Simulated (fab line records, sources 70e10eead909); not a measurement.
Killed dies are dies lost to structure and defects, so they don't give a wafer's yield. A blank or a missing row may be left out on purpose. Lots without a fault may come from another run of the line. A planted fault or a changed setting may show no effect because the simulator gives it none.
Chamber matching | flow nand_harc | NHARC_THIN_TSV_DEP_43 on pecvd-03: 3 sister chambers
The step deposits SiO2, target thk 1328.5 nm. 3 wafers are shown with their chamber, then 7 later ones without.

WAFERS WITH THEIR CHAMBER
wafer  | chamber | throttle_valve_pct (%)
L825.3 | 2       | 16.5
L831.5 | 1       | 15.8
L838.5 | 0       | 15.7

WAFERS WITHOUT THEIR CHAMBER
wafer  | throttle_valve_pct (%)
L838.6 | 16.5
L840.2 | 15.9
L840.4 | 15.7
L840.6 | 14.9
L841.3 | 16.1
L841.5 | 16.2
L841.6 | 15.8

WHICH CHAMBER EACH WENT THROUGH
wafer  | from the rows above          | in truth
L838.6 | 2                            | 2
L840.2 | can't be placed: 1 or 0 or 2 | 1
L840.4 | can't be placed: 0 or 1      | 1
L840.6 | can't be placed: 0 or 1      | 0
L841.3 | can't be placed: 1 or 2 or 0 | 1
L841.5 | can't be placed: 2 or 1 or 0 | 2
L841.6 | can't be placed: 1 or 0      | 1
Placed correctly: 1 of 7. Can't be placed from these rows: 6 (the true chamber is among the candidates in 6). Placed wrongly: 0.
How it was worked out, from the rows above alone: a wafer's distance from a chamber is the root of the sum, over the readings, of the square of ((its reading less the chamber's mean) divided by the reading's scatter). The wafer belongs to the nearest chamber; if the next one is less than 2 further off, it can't be placed. A chamber's mean is the mean of its shown wafers. The scatter: with one shown wafer a chamber, the root of the mean of the squares of how far each hidden wafer lies from its nearest shown one.
